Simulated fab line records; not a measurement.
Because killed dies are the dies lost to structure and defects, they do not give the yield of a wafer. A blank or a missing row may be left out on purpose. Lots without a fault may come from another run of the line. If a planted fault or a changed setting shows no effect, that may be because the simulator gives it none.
Chamber matching || flow nand_harc || 4 sister chambers for NHARC_A_WL_FILL_CMP_12 on cmp-01
The step polishes, t overpolish 30 s, target thk 75 nm. 22 wafers are shown with their chamber, then 11 later ones without.

## EACH WAFER AND ITS CHAMBER
{"wafer": "L075.1", "chamber": 2, "motor_current_A (A)": 11.2, "overpolish_run_s (s)": 30.007, "time_to_endpoint_s (s)": 17.4}
{"wafer": "L075.2", "chamber": 1, "motor_current_A (A)": 13.9, "overpolish_run_s (s)": 30.005, "time_to_endpoint_s (s)": 15.5}
{"wafer": "L075.3", "chamber": 0, "motor_current_A (A)": 11.9, "overpolish_run_s (s)": 30.002, "time_to_endpoint_s (s)": 18.7}
{"wafer": "L075.4", "chamber": 3, "motor_current_A (A)": 12.4, "overpolish_run_s (s)": 29.996, "time_to_endpoint_s (s)": 18.0}
{"wafer": "L075.5", "chamber": 0, "motor_current_A (A)": 11.7, "overpolish_run_s (s)": 29.988, "time_to_endpoint_s (s)": 19.2}
{"wafer": "L075.6", "chamber": 1, "motor_current_A (A)": 13.8, "overpolish_run_s (s)": 29.985, "time_to_endpoint_s (s)": 16.0}
{"wafer": "L079.1", "chamber": 3, "motor_current_A (A)": 12.3, "overpolish_run_s (s)": 30.009, "time_to_endpoint_s (s)": 13.8}
{"wafer": "L079.3", "chamber": 2, "motor_current_A (A)": 11.3, "overpolish_run_s (s)": 30.006, "time_to_endpoint_s (s)": 12.5}
{"wafer": "L079.4", "chamber": 0, "motor_current_A (A)": 12.6, "overpolish_run_s (s)": 29.994, "time_to_endpoint_s (s)": 12.5}
{"wafer": "L083.1", "chamber": 2, "motor_current_A (A)": 11.1, "overpolish_run_s (s)": 30.009, "time_to_endpoint_s (s)": 13.7}
{"wafer": "L083.4", "chamber": 1, "motor_current_A (A)": 12.9, "overpolish_run_s (s)": 29.994, "time_to_endpoint_s (s)": 12.1}
{"wafer": "L083.6", "chamber": 1, "motor_current_A (A)": 13.5, "overpolish_run_s (s)": 29.988, "time_to_endpoint_s (s)": 13.7}
{"wafer": "L084.2", "chamber": 2, "motor_current_A (A)": 11.3, "overpolish_run_s (s)": 30.012, "time_to_endpoint_s (s)": 17.7}
{"wafer": "L084.4", "chamber": 1, "motor_current_A (A)": 13.3, "overpolish_run_s (s)": 30.004, "time_to_endpoint_s (s)": 14.3}
{"wafer": "L084.6", "chamber": 2, "motor_current_A (A)": 10.6, "overpolish_run_s (s)": 30.010, "time_to_endpoint_s (s)": 17.1}
{"wafer": "L088.4", "chamber": 2, "motor_current_A (A)": 10.5, "overpolish_run_s (s)": 29.991, "time_to_endpoint_s (s)": 12.5}
{"wafer": "L088.5", "chamber": 0, "motor_current_A (A)": 12.0, "overpolish_run_s (s)": 29.994, "time_to_endpoint_s (s)": 13.9}
{"wafer": "L088.6", "chamber": 3, "motor_current_A (A)": 12.3, "overpolish_run_s (s)": 30.007, "time_to_endpoint_s (s)": 16.3}
{"wafer": "L090.1", "chamber": 3, "motor_current_A (A)": 11.9, "overpolish_run_s (s)": 30.009, "time_to_endpoint_s (s)": 10.1}
{"wafer": "L090.2", "chamber": 1, "motor_current_A (A)": 13.3, "overpolish_run_s (s)": 30.009, "time_to_endpoint_s (s)": 7.3}
{"wafer": "L090.4", "chamber": 0, "motor_current_A (A)": 11.0, "overpolish_run_s (s)": 30.011, "time_to_endpoint_s (s)": 10.7}
{"wafer": "L090.3", "chamber": 2, "motor_current_A (A)": 10.5, "overpolish_run_s (s)": 29.994, "time_to_endpoint_s (s)": 11.2}

SIGNATURES (averages over the wafers above)
{"reading": "motor_current_A", "chamber 0": 11.840, "chamber 1": 13.450, "chamber 2": 10.929, "chamber 3": 12.225, "scatter within a chamber": 0.409}
{"reading": "overpolish_run_s", "chamber 0": 29.99780, "chamber 1": 29.99750, "chamber 2": 30.00414, "chamber 3": 30.00525, "scatter within a chamber": 0.0086}
{"reading": "time_to_endpoint_s", "chamber 0": 15.000, "chamber 1": 13.150, "chamber 2": 14.586, "chamber 3": 14.550, "scatter within a chamber": 3.23}
Rule: a wafer lies at a distance from a chamber equal to the root of the sum of squares, over the readings, of (its reading less the chamber's mean, divided by the reading's scatter). The wafer belongs to the nearest chamber; if the next one is less than 2 further off, it can't be placed. The scatter: the root of (the sum of the squares of (reading less its chamber's mean) over the shown wafers, divided by (wafers less chambers)).

## WAFERS WITHOUT THEIR CHAMBER
{"wafer": "L090.5", "motor_current_A (A)": 11.4, "overpolish_run_s (s)": 29.997, "time_to_endpoint_s (s)": 11.4}
{"wafer": "L090.6", "motor_current_A (A)": 12.4, "overpolish_run_s (s)": 30.006, "time_to_endpoint_s (s)": 10.7}
{"wafer": "L089.1", "motor_current_A (A)": 11.8, "overpolish_run_s (s)": 29.992, "time_to_endpoint_s (s)": 17.6}
{"wafer": "L089.2", "motor_current_A (A)": 11.8, "overpolish_run_s (s)": 29.998, "time_to_endpoint_s (s)": 14.7}
{"wafer": "L089.5", "motor_current_A (A)": 12.1, "overpolish_run_s (s)": 30.009, "time_to_endpoint_s (s)": 15.9}
{"wafer": "L095.1", "motor_current_A (A)": 11.9, "overpolish_run_s (s)": 30.009, "time_to_endpoint_s (s)": 15.6}
{"wafer": "L095.2", "motor_current_A (A)": 13.6, "overpolish_run_s (s)": 30.002, "time_to_endpoint_s (s)": 14.2}
{"wafer": "L095.4", "motor_current_A (A)": 10.8, "overpolish_run_s (s)": 29.999, "time_to_endpoint_s (s)": 18.5}
{"wafer": "L095.3", "motor_current_A (A)": 11.4, "overpolish_run_s (s)": 29.995, "time_to_endpoint_s (s)": 16.9}
{"wafer": "L095.5", "motor_current_A (A)": 12.2, "overpolish_run_s (s)": 30.015, "time_to_endpoint_s (s)": 16.3}
{"wafer": "L095.6", "motor_current_A (A)": 11.9, "overpolish_run_s (s)": 29.997, "time_to_endpoint_s (s)": 18.2}

## THE CHAMBER EACH PASSED THROUGH
{"wafer": "L090.5", "from the rows above": "can't be placed: 0 or 2 or 3", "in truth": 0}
{"wafer": "L090.6", "from the rows above": "can't be placed: 3 or 0 or 1", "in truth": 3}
{"wafer": "L089.1", "from the rows above": "can't be placed: 0 or 3 or 2", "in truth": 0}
{"wafer": "L089.2", "from the rows above": "can't be placed: 0 or 3", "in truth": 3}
{"wafer": "L089.5", "from the rows above": "can't be placed: 3 or 0", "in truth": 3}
{"wafer": "L095.1", "from the rows above": "can't be placed: 3 or 0 or 2", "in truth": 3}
{"wafer": "L095.2", "from the rows above": 1, "in truth": 1}
{"wafer": "L095.4", "from the rows above": "can't be placed: 2 or 0", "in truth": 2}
{"wafer": "L095.3", "from the rows above": "can't be placed: 0 or 2 or 3", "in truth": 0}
{"wafer": "L095.5", "from the rows above": "can't be placed: 3 or 0", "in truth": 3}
{"wafer": "L095.6", "from the rows above": "can't be placed: 0 or 3 or 2", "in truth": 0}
Correctly placed: 1 of 11. Cannot be placed on the basis of these rows: 10; the candidates contain the true chamber in 10. Wrongly placed: 0.
